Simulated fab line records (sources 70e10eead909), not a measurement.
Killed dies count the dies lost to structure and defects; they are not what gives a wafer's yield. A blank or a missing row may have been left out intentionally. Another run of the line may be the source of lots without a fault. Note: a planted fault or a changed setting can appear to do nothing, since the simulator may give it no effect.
fab line records	flow nand_harc	part 1 of 2: steps 1 to 21 of 29
record: lots: 5	wafers: 15	last_day: 30
route steps=1302 shown A_CHANNEL_HOLE_D2@603 A_CHANNEL_FILL_D2@610
lots that met no fault: from a run of the same line without faults
start_h: the number of hours between the record's first day and the start of the first shown wafer of the lot	wait_h: hours from the lot's prior step to this one	" repeats the value in the row above	L1.1+2: a single row standing in for several wafers	- no value present, or no start provided	* or withheld: withheld	< > ~ a bound
route shown NAME@n: names a module that has steps shown in the file, with the first one's number in the route	usual: the fault-free wafers' mean and standard deviation	same: alike in all rows	chamber/n: place in a boat	sites: each site's reading	_std_site: how widely they spread, as a standard deviation	_edge_site: inner sites' mean taken away from outer sites' mean	radius_mm: how far each site lies from the wafer's centre	mask NAME#n: copy n	behind: the last tool/chamber to shape the wafer	hold: what put the lot on hold/how long, in hours/how the hold closed	device: whichever transistor did not switch (one of n, p or np)	end of line: at the end of the route, the tests of the same wafers	where a step has no rows: the recipe by itself	killed: not the wafer's yield, but the dies lost to structure and defects at the first sort	map: shows each die of a wafer: x if killed, . if not, _ if none is there
set.NAME: the run value of the setting; set.NAME@STEP: its run value at that earlier step	model.NAME: the simulator's own value behind a step, which no gauge read
lots at some steps of the route; a table a step, a row a wafer
services: from which hour (start_h, from the record's first day; less than 0 if before it) a tool's chamber was out of use, for how many hours, and why
== steps ==
step: NHARC_A_CHANNEL_HOLE_D2_ETCH_44
recipe: target_depth_a: 1400	overetch_a: 140	time_s: 77	ion_energy_ev: 100	cf4_flow_sccm: 80	o2_flow_sccm: 20	ar_flow_sccm: 0	rf_w: 300	bias_w: 100	chemistry: CF4/O2
usual: cf4_flow_sccm: 80.00/0.25	chamber_pressure_mTorr: 29.999/0.027	drypump_motor_current_A: 5.9/0.5	oes_product_au: 1.005/0.013	rf_vpp_V: 197.9/1.3	showerhead_plenum_p_Torr: 1.34/0.053	throttle_valve_pct: 13.397/0.0094
same: time_s: 77
lot.wafer	tool	chamber	start_h	wait_h	cf4_flow_sccm	chamber_pressure_mTorr	drypump_motor_current_A	oes_product_au	rf_hours_counter_h	rf_vpp_V	showerhead_plenum_p_Torr	throttle_valve_pct
L074.3	rie_diel-13	2	283.84	0.1	79.67	30.040	5.8	0.999	5.2	195.7	1.27	13.372
L074.6	"	3	"	"	79.75	29.976	6.8	1.010	-	196.9	1.34	13.394
L074.5	"	2	"	"	80.13	29.992	5.8	0.996	-	196.0	1.27	13.378
L079.3	rie_diel-07	0	349.64	0.1	80.37	29.973	6.0	0.977	3.1	197.3	1.29	13.385
L079.1	"	1	"	"	79.81	30.009	6.3	0.985	3.0	199.9	1.43	13.391
L079.4	"	2	"	"	79.85	30.035	5.2	0.991	3.3	197.3	1.33	13.412
L081.2	rie_diel-07	1	372.22	0.1	80.02	29.971	6.3	0.996	3.9	199.0	1.43	13.384
L081.1	"	3	"	"	80.28	30.029	5.7	0.978	5.0	197.9	1.26	13.402
L081.5	"	0	"	"	79.83	30.026	6.0	0.990	-	197.1	1.29	13.405
L085.4	rie_diel-13	2	405.16	0.1	80.01	30.005	5.8	1.020	3.0	196.7	1.27	13.397
L085.6	"	1	"	"	79.93	30.004	5.8	1.011	-	198.1	1.35	13.405
L085.5	"	2	"	"	80.14	29.964	5.8	1.008	-	195.9	1.27	13.400
L088.3	rie_diel-13	0	450.23	0.1	79.47	30.011	5.5	1.018	4.8	198.0	1.34	13.408
L088.2	"	1	"	"	79.76	30.002	5.8	1.015	5.6	197.3	1.35	13.406
L088.1	"	3	"	"	79.88	30.002	6.8	1.018	4.5	197.5	1.34	13.405
step: NHARC_A_CHANNEL_HOLE_D2_STRIP_28
recipe: o2_flow_sccm: 500	ar_flow_sccm: 0	bias_w: 0	chemistry: O2
usual: chamber_pressure_mTorr: 59.99/0.057	drypump_motor_current_A: 5.8/0.49	oes_product_au: 1.007/0.013	rf_vpp_V: 57.9/0.96	showerhead_plenum_p_Torr: 3.54/0.13	throttle_valve_pct: 17.037/0.009
lot.wafer	tool	chamber	start_h	wait_h	chamber_pressure_mTorr	drypump_motor_current_A	oes_product_au	rf_hours_counter_h	rf_vpp_V	showerhead_plenum_p_Torr	throttle_valve_pct
L074.3	rie_diel-13	3	-	-	59.96	6.8	1.005	5.5	58.8	3.54	17.044
L074.5	"	1	"	"	59.91	5.8	1.020	-	59.0	3.58	17.030
L074.6	"	2	"	"	59.91	5.8	1.001	-	56.9	3.37	17.048
L079.1	rie_diel-07	3	-	-	59.90	5.7	0.989	3.5	56.3	3.34	17.063
L079.4	"	0	"	"	60.03	6.0	0.979	3.2	57.4	3.41	17.032
L079.3	"	1	"	"	60.00	6.3	0.993	3.1	59.4	3.77	17.029
L081.1	rie_diel-07	3	-	-	60.01	5.7	0.994	5.0	58.0	3.34	17.026
L081.2	"	1	"	"	59.93	6.3	0.994	3.9	58.8	3.77	17.036
L081.5	"	0	"	"	60.05	6.0	0.994	-	57.2	3.41	17.043
L085.4	rie_diel-13	2	-	-	59.99	5.8	1.000	3.0	56.3	3.37	17.042
L085.5	"	0	"	"	60.06	5.5	1.012	-	57.2	3.54	17.042
L085.6	"	1	"	"	60.06	5.8	1.012	-	58.4	3.58	17.034
L088.2	rie_diel-13	3	-	-	59.96	6.8	1.024	4.6	58.0	3.54	17.035
L088.1	"	0	"	"	60.12	5.5	1.010	4.9	58.7	3.54	17.036
L088.3	"	2	"	"	60.00	5.8	1.021	4.5	57.0	3.37	17.036
step: NHARC_A_CHANNEL_HOLE_D2_PRECLEAN_29
recipe: time_s: *	temp_c: 50	bath_age_min: 0	chemistry: SC1
same: time_s: *
lot.wafer	tool	chamber	start_h	wait_h
L074.5+6+3	wet_bench-04	6,2,3	284.59	-
L079.1+3+4	wet_bench-01	4,5,7	350.28	-
L081.5+1+2	wet_bench-04	3,5,0	372.87	-
L085.6+5+4	wet_bench-03	3,4,6	405.81	-
L088.1+3+2	wet_bench-01	1,2,3	450.89	-
step: NHARC_A_CHANNEL_HOLE_D2_SRD_30
lot.wafer	tool	chamber	start_h	wait_h
L074.5+6+3	wet_bench-04	6,2,3	-	-
L079.1+3+4	wet_bench-01	4,5,7	-	-
L081.5+1+2	wet_bench-04	3,5,0	-	-
L085.6+5+4	wet_bench-03	3,4,6	-	-
L088.1+3+2	wet_bench-01	1,2,3	-	-
step: NHARC_A_CHANNEL_HOLE_D2_CD_MEAS_31
usual: cd_nm: 90.1/1.2
lot.wafer	tool	chamber	start_h	wait_h	cd_nm
L074.3	cd_sem-01	-	284.75	-	91.0
L074.5	"	-	"	"	91.0
L074.6	"	-	"	"	90.3
L079.1	cd_sem-02	-	350.42	-	90.3
L079.3	"	-	"	"	90.9
L079.4	"	-	"	"	91.1
L081.1	cd_sem-03	-	373.01	-	88.8
L081.2	"	-	"	"	90.0
L081.5	"	-	"	"	88.5
L085.4	cd_sem-01	-	405.95	-	90.4
L085.5	"	-	"	"	89.9
L085.6	"	-	"	"	88.9
L088.1	cd_sem-01	-	451.02	-	92.1
L088.2	"	-	"	"	92.3
L088.3	"	-	"	"	93.2
step: NHARC_A_CHANNEL_HOLE_D2_XSEM_32
recipe: landing_energy_ev: 35000
usual: bot_cd_nm: 74.7/1.3	bow_nm: 8.73/0.29	tilt_deg: 0.08/0.038
lot.wafer	tool	chamber	start_h	wait_h	bot_cd_nm	bow_nm	tilt_deg
L074.3	xsem-01	0	284.84	0.1	74.4	8.41	0.05
L074.5	"	0	"	"	74.9	8.44	0.05
L074.6	"	0	"	"	73.7	8.47	0.05
L079.1	xsem-02	0	350.51	0.1	75.6	8.14	0.15
L079.3	"	0	"	"	76.4	8.12	0.14
L079.4	"	0	"	"	75.8	8.19	0.15
L081.1	xsem-01	0	373.10	0.1	73.9	8.63	0.04
L081.2	"	0	"	"	75.0	8.54	0.04
L081.5	"	0	"	"	74.0	8.64	0.04
L085.4	xsem-01	0	406.04	0.1	74.7	9.13	0.05
L085.5	"	0	"	"	74.8	9.15	0.05
L085.6	"	0	"	"	72.4	9.16	0.05
L088.1	xsem-02	0	451.11	0.1	76.7	8.52	0.14
L088.2	"	0	"	"	76.5	8.44	0.15
L088.3	"	0	"	"	77.2	8.52	0.15
step: NHARC_A_CHANNEL_HOLE_D2_INSPECT_40
usual: raw_defect_count: 297/96
lot.wafer	tool	chamber	start_h	wait_h	raw_defect_count
L074.3	defect_inspect-02	-	284.93	-	196
L074.5	"	-	"	"	202
L074.6	"	-	"	"	191
L079.1	defect_inspect-01	-	350.60	-	422
L079.3	"	-	"	"	340
L079.4	"	-	"	"	370
L081.1	defect_inspect-02	-	373.19	-	252
L081.2	"	-	"	"	241
L081.5	"	-	"	"	228
L085.4	defect_inspect-02	-	406.13	-	213
L085.5	"	-	"	"	283
L085.6	"	-	"	"	324
L088.1	defect_inspect-01	-	451.21	-	234
L088.2	"	-	"	"	292
L088.3	"	-	"	"	328
step: NHARC_A_CHANNEL_FILL_D2_PRECLEAN_00
recipe: time_s: *	temp_c: 50	bath_age_min: 0	chemistry: SC1
same: time_s: *
lot.wafer	tool	chamber	start_h	wait_h
L074.6+5+3	wet_bench-09	3,5,6	284.98	0.1
L079.3+4+1	wet_bench-06	0,1,3	350.67	0.1
L081.2+1+5	wet_bench-05	4,7,0	373.24	0.0
L085.4+5+6	wet_bench-09	3,5,7	406.18	0.1
L088.1+3+2	wet_bench-06	7,1,2	451.26	0.1
step: NHARC_A_CHANNEL_FILL_D2_SRD_01
lot.wafer	tool	chamber	start_h	wait_h
L074.6+5+3	wet_bench-09	3,5,6	-	-
L079.3+4+1	wet_bench-06	0,1,3	-	-
L081.2+1+5	wet_bench-05	4,7,0	-	-
L085.4+5+6	wet_bench-09	3,5,7	-	-
L088.1+3+2	wet_bench-06	7,1,2	-	-
step: NHARC_A_CHANNEL_FILL_D2_ALD_02
recipe: target_thk_a: 60	pulse_time_s: 10	ald_cycles: 60	temp_c: 300	material: SiO2
usual: heater_power_w: 457/38	precursor_pulse_height_rel: 1.002/0.02
lot.wafer	tool	chamber	start_h	wait_h	heater_power_w	precursor_pulse_height_rel
L074.3	ald_hk-02	3	285.19	-	407	1.027
L074.5	"	2	"	"	462	1.030
L074.6	"	3	"	"	406	0.972
L079.1	ald_hk-04	0	350.80	-	490	1.033
L079.4	"	2	"	"	493	0.977
L079.3	"	3	"	"	437	1.001
L081.2	ald_hk-02	3	373.38	-	421	0.989
L081.1	"	0	"	"	428	1.025
L081.5	"	3	"	"	416	1.001
L085.4	ald_hk-01	3	406.54	-	476	1.020
L085.6	"	0	"	"	387	1.019
L085.5	"	1	"	"	445	1.014
L088.3	ald_hk-02	0	451.47	-	447	0.986
L088.2	"	1	"	"	528	1.021
L088.1	"	2	"	"	460	0.971
step: NHARC_A_CHANNEL_FILL_D2_ALD_03
recipe: target_thk_a: 60	pulse_time_s: 60	ald_cycles: 58	temp_c: 630	pressure_torr: 2	material: SiNx
usual: chamber_pressure_Torr: 2.001/0.0039	precursor_pulse_height_rel: 1.000/0.019
lot.wafer	tool	chamber	start_h	wait_h	chamber_pressure_Torr	precursor_pulse_height_rel
L074.3	ald_sin_batch-01	0	-	-	2.004	0.987
L074.5	"	0	"	"	1.999	0.996
L074.6	"	0	"	"	2.002	1.028
L079.1	ald_sin_batch-02	0	-	-	1.998	1.007
L079.3	"	0	"	"	2.001	1.007
L079.4	"	0	"	"	2.000	0.981
L081.1	ald_sin_batch-01	0	-	-	2.003	1.004
L081.2	"	0	"	"	2.011	0.978
L081.5	"	0	"	"	2.001	0.995
L085.4	ald_sin_batch-01	0	-	-	2.000	0.988
L085.5	"	0	"	"	1.996	1.004
L085.6	"	0	"	"	2.003	0.994
L088.1	ald_sin_batch-01	0	-	-	2.007	0.979
L088.2	"	0	"	"	1.994	1.011
L088.3	"	0	"	"	2.005	1.006
step: NHARC_A_CHANNEL_FILL_D2_ALD_14
recipe: target_thk_a: 25	pulse_time_s: 10	ald_cycles: 25	temp_c: 300	material: SiO2
usual: heater_power_w: 461/39	precursor_pulse_height_rel: 1.000/0.02
lot.wafer	tool	chamber	start_h	wait_h	heater_power_w	precursor_pulse_height_rel
L074.3	ald_hk-02	3	292.28	0.2	403	1.002
L074.5	"	0	"	"	461	1.015
L074.6	"	1	"	"	532	0.998
L079.3	ald_hk-04	0	357.87	0.1	483	1.024
L079.4	"	2	"	"	497	0.993
L079.1	"	3	"	"	444	1.007
L081.2	ald_hk-02	1	380.40	0.0	525	0.995
L081.1	"	3	"	"	411	1.029
L081.5	"	1	"	"	508	0.992
L085.4	ald_hk-04	0	413.40	0.1	492	1.009
L085.5	"	3	"	"	445	0.970
L085.6	"	0	"	"	491	0.975
L088.2	ald_hk-02	3	458.36	0.0	424	1.036
L088.1	"	0	"	"	452	1.030
L088.3	"	1	"	"	522	1.002
step: NHARC_A_CHANNEL_FILL_D2_ALD_15
recipe: target_thk_a: 20	pulse_time_s: 60	ald_cycles: 19	temp_c: 630	pressure_torr: 2	material: SiNx
usual: chamber_pressure_Torr: 2.000/0.005	precursor_pulse_height_rel: 1.001/0.022
lot.wafer	tool	chamber	start_h	wait_h	chamber_pressure_Torr	precursor_pulse_height_rel
L074.3	ald_sin_batch-03	0	-	-	1.990	0.998
L074.5	"	0	"	"	1.999	1.002
L074.6	"	0	"	"	2.000	1.015
L079.1	ald_sin_batch-01	0	-	-	2.004	1.001
L079.3	"	0	"	"	1.998	1.006
L079.4	"	0	"	"	2.003	1.012
L081.1	ald_sin_batch-02	0	-	-	2.005	1.030
L081.2	"	0	"	"	2.006	0.972
L081.5	"	0	"	"	2.008	1.005
L085.4	ald_sin_batch-02	0	-	-	2.003	1.019
L085.5	"	0	"	"	2.002	0.985
L085.6	"	0	"	"	1.999	1.010
L088.1	ald_sin_batch-02	0	-	-	2.001	0.998
L088.2	"	0	"	"	2.001	0.997
L088.3	"	0	"	"	2.002	1.021
step: NHARC_A_CHANNEL_FILL_D2_ALD_16
recipe: target_thk_a: 15	pulse_time_s: 10	ald_cycles: 15	temp_c: 300	material: SiO2
usual: heater_power_w: 465/39	precursor_pulse_height_rel: 1.001/0.021
lot.wafer	tool	chamber	start_h	wait_h	heater_power_w	precursor_pulse_height_rel
L074.3	ald_hk-02	2	297.34	0.1	478	1.013
L074.5	"	2	"	"	479	1.024
L074.6	"	3	"	"	400	0.998
L079.1	ald_hk-02	3	363.03	0.0	416	1.039
L079.3	"	0	"	"	450	1.036
L079.4	"	1	"	"	499	1.002
L081.2	ald_hk-01	1	385.64	0.1	442	0.988
L081.1	"	3	"	"	470	1.033
L081.5	"	0	"	"	379	1.009
L085.4	ald_hk-02	1	418.59	0.1	522	0.997
L085.5	"	3	"	"	426	0.978
L085.6	"	0	"	"	452	0.977
L088.2	ald_hk-04	0	463.56	0.0	493	1.010
L088.3	"	1	"	"	489	1.019
L088.1	"	2	"	"	514	0.981
step: NHARC_A_CHANNEL_FILL_D2_ANNEAL_17
recipe: temp_c: 850	time_s: 1800
usual: spike_tc_lower_C: 849.9/1.2	tube_center_temp_C: 850.01/0.069
same: time_s: 1800
lot.wafer	tool	chamber	start_h	wait_h	spike_tc_lower_C	tube_center_temp_C
L074.3	furnace-04	0	300.71	-	850.1	850.06
L074.5	"	0	"	"	850.3	849.96
L074.6	"	0	"	"	848.8	850.17
L079.1	furnace-04	0	366.40	-	849.8	850.1
L079.3	"	0	"	"	847.9	849.89
L079.4	"	0	"	"	849.8	850.07
L081.1	furnace-04	0	393.48	-	850.0	850.06
L081.2	"	0	"	"	849.5	849.95
L081.5	"	0	"	"	851.0	849.96
L085.4	furnace-03	0	421.37	-	851.7	850.01
L085.5	"	0	"	"	849.6	849.92
L085.6	"	0	"	"	849.6	850.03
L088.1	furnace-03	0	466.92	-	848.7	850
L088.2	"	0	"	"	851.9	850.01
L088.3	"	0	"	"	849.9	850.01
step: NHARC_A_CHANNEL_FILL_D2_CVD_18
recipe: target_thk_a: 30	temp_c: 550	material: poly-Si
usual: spike_tc_lower_C: 549.4/1.4	tube_center_temp_C: 550/0.051
lot.wafer	tool	chamber	start_h	wait_h	spike_tc_lower_C	tube_center_temp_C
L074.3	lpcvd_poly-01	0	307.09	-	549.1	549.99
L074.5	"	0	"	"	550.6	549.99
L074.6	"	0	"	"	550.1	549.9
L079.1	lpcvd_poly-04	0	372.92	-	546.5	550.09
L079.3	"	0	"	"	550.0	549.98
L079.4	"	0	"	"	549.8	550.08
L081.1	lpcvd_poly-02	0	399.95	-	550.9	549.94
L081.2	"	0	"	"	550.6	549.99
L081.5	"	0	"	"	551.0	550.03
L085.4	lpcvd_poly-02	0	427.89	-	551.2	550.07
L085.5	"	0	"	"	549.5	549.99
L085.6	"	0	"	"	550.1	549.94
L088.1	lpcvd_poly-02	0	473.41	-	550.9	549.94
L088.2	"	0	"	"	552.8	550.08
L088.3	"	0	"	"	549.7	550.05
step: NHARC_A_CHANNEL_FILL_D2_ETCHBACK_19
recipe: target_depth_a: 50	time_s: 1.7	hbr_flow_sccm: 150	cl2_flow_sccm: 50	rf_w: 400	icp_w: 400	bias_w: 100	chemistry: HBr/Cl2
usual: chamber_pressure_mTorr: 14.999/0.014	drypump_motor_current_A: 5.6/0.36	hbr_flow_sccm: 150.0/0.47	oes_product_au: 1.000/0.011	throttle_valve_pct: 26.404/0.0097
same: time_s: 1.7
lot.wafer	tool	chamber	start_h	wait_h	chamber_pressure_mTorr	drypump_motor_current_A	hbr_flow_sccm	oes_product_au	rf_hours_counter_h	throttle_valve_pct
L074.3	rie_si-06	1	309.17	0.4	15.002	6.2	149.8	0.975	0.39	26.409
L074.5	"	1	"	"	14.981	6.2	150.0	0.986	-	26.410
L074.6	"	2	"	"	15.006	5.3	149.6	0.992	-	26.401
L079.3	rie_si-06	2	374.93	0.4	15.018	5.3	149.3	0.999	0.67	26.417
L079.1	"	1	"	"	14.982	6.2	149.4	0.975	0.79	26.400
L079.4	"	1	"	"	14.997	6.2	149.5	0.988	-	26.393
L081.2	rie_si-06	3	402.03	0.4	14.993	5.6	149.9	1.005	0.80	26.415
L081.1	"	0	"	"	14.988	5.1	149.5	1.012	0.93	26.387
L081.5	"	3	"	"	14.990	5.7	149.8	1.018	-	26.399
L085.4	rie_si-04	3	430.00	0.4	15.001	5.8	150.0	1.006	0.57	26.406
L085.6	"	1	"	"	15.002	5.3	149.2	0.999	-	26.418
L085.5	"	2	"	"	15.001	5.3	150.7	0.996	-	26.401
L088.3	rie_si-06	1	475.50	0.4	14.997	6.2	150.1	1.001	0.19	26.404
L088.1	"	2	"	"	15.007	5.3	150.1	0.995	0.17	26.416
L088.2	"	3	"	"	15.006	5.7	150.6	0.988	0.15	26.405
step: NHARC_A_CHANNEL_FILL_D2_ETCHBACK_20
recipe: target_depth_a: 270	time_s: 13.5	c4f8_flow_sccm: withheld	o2_flow_sccm: 8	ar_flow_sccm: withheld	rf_w: 600	bias_w: 1500	chemistry: C4F8/O2/Ar
usual: chamber_pressure_mTorr: 25.001/0.024	oes_product_au: 0.989/0.023	rf_vpp_V: 976/6.2
same: time_s: 13.5
lot.wafer	tool	chamber	start_h	wait_h	chamber_pressure_mTorr	oes_product_au	rf_hours_counter_h	rf_vpp_V
L074.3	rie_diel-03	3	309.31	-	24.978	0.999	0	973
L074.5	"	1	"	"	24.978	1.003	-	969
L074.6	"	2	"	"	25.024	1.005	-	971
L079.4	rie_diel-03	0	375.09	-	24.993	0.980	2	973
L079.1	"	1	"	"	25.023	1.008	2	969
L079.3	"	2	"	"	24.978	1.010	2	971
L081.2	rie_diel-05	3	402.14	-	25.032	1.007	27	980
L081.1	"	1	"	"	25.002	0.997	29	984
L081.5	"	3	"	"	25.009	0.994	-	980
L085.4	rie_diel-03	0	430.13	-	25.023	0.988	4	974
L085.6	"	1	"	"	24.980	0.993	-	970
L085.5	"	2	"	"	24.953	1.020	-	970
L088.3	rie_diel-05	3	475.63	-	25.055	1.010	11	981
L088.2	"	0	"	"	24.994	0.999	11	986
L088.1	"	2	"	"	25.016	0.997	12	989
step: NHARC_A_CHANNEL_FILL_D2_STRIP_28
recipe: time_s: 20	o2_flow_sccm: 500	ar_flow_sccm: 0	bias_w: 0	chemistry: O2
usual: chamber_pressure_mTorr: 60.00/0.058	drypump_motor_current_A: 5.6/0.43	oes_product_au: 1.003/0.011	rf_vpp_V: 57.7/0.97	showerhead_plenum_p_Torr: 3.47/0.16	throttle_valve_pct: 17.038/0.0085
same: time_s: 20
lot.wafer	tool	chamber	start_h	wait_h	chamber_pressure_mTorr	drypump_motor_current_A	oes_product_au	rf_hours_counter_h	rf_vpp_V	showerhead_plenum_p_Torr	throttle_valve_pct
L074.3	rie_diel-03	2	309.39	0.1	59.91	5.0	0.998	0	58.0	3.33	17.035
L074.6	"	3	"	"	60.06	5.7	1.000	-	58.6	3.40	17.037
L074.5	"	0	"	"	60.11	6.2	0.981	-	58.2	3.41	17.043
L079.1	rie_diel-03	2	375.18	0.1	60.02	5.0	1.016	2	58.5	3.33	17.030
L079.3	"	0	"	"	60.06	6.2	0.996	2	57.0	3.40	17.040
L079.4	"	1	"	"	60.02	5.2	1.014	2	55.6	3.30	17.033
L081.1	rie_diel-05	0	402.24	0.1	59.97	5.5	1.009	24	59.6	3.74	17.033
L081.2	"	1	"	"	59.97	6.6	0.996	29	57.7	3.72	17.033
L081.5	"	0	"	"	59.92	5.5	1.019	-	59.4	3.74	17.045
L085.4	rie_diel-03	2	430.20	0.1	60.03	5.0	1.016	3	55.9	3.33	17.050
L085.6	"	0	"	"	60.03	6.2	0.993	-	57.6	3.40	17.055
L085.5	"	1	"	"	60.01	5.3	1.020	-	57.4	3.30	17.043
L088.2	rie_diel-05	0	475.72	0.1	60.05	5.4	1.014	11	58.7	3.73	17.041
L088.3	"	1	"	"	60.06	6.5	1.004	7	57.5	3.72	17.042
L088.1	"	3	"	"	59.98	5.8	1.010	11	58.0	3.59	17.032
step: NHARC_A_CHANNEL_FILL_D2_PRECLEAN_21
recipe: time_s: 30	chemistry: dHF
same: time_s: 30
lot.wafer	tool	chamber	start_h	wait_h
L074.6+3+5	wet_bench-05	1,2,3	309.48	-
L079.4+3+1	wet_bench-05	6,0,2	375.27	-
L081.5+2+1	wet_bench-06	0,1,2	402.35	-
L085.5+6+4	wet_bench-06	6,1,2	430.29	-
L088.1+2+3	wet_bench-06	5,7,1	475.82	-
step: NHARC_A_CHANNEL_FILL_D2_SRD_23
lot.wafer	tool	chamber	start_h	wait_h
L074.6+3+5	wet_bench-05	1,2,3	309.51	0.0
L079.4+3+1	wet_bench-05	6,0,2	375.30	0.0
L081.5+2+1	wet_bench-06	0,1,2	402.39	0.0
L085.5+6+4	wet_bench-06	6,1,2	430.31	0.0
L088.1+2+3	wet_bench-06	5,7,1	475.85	0.0
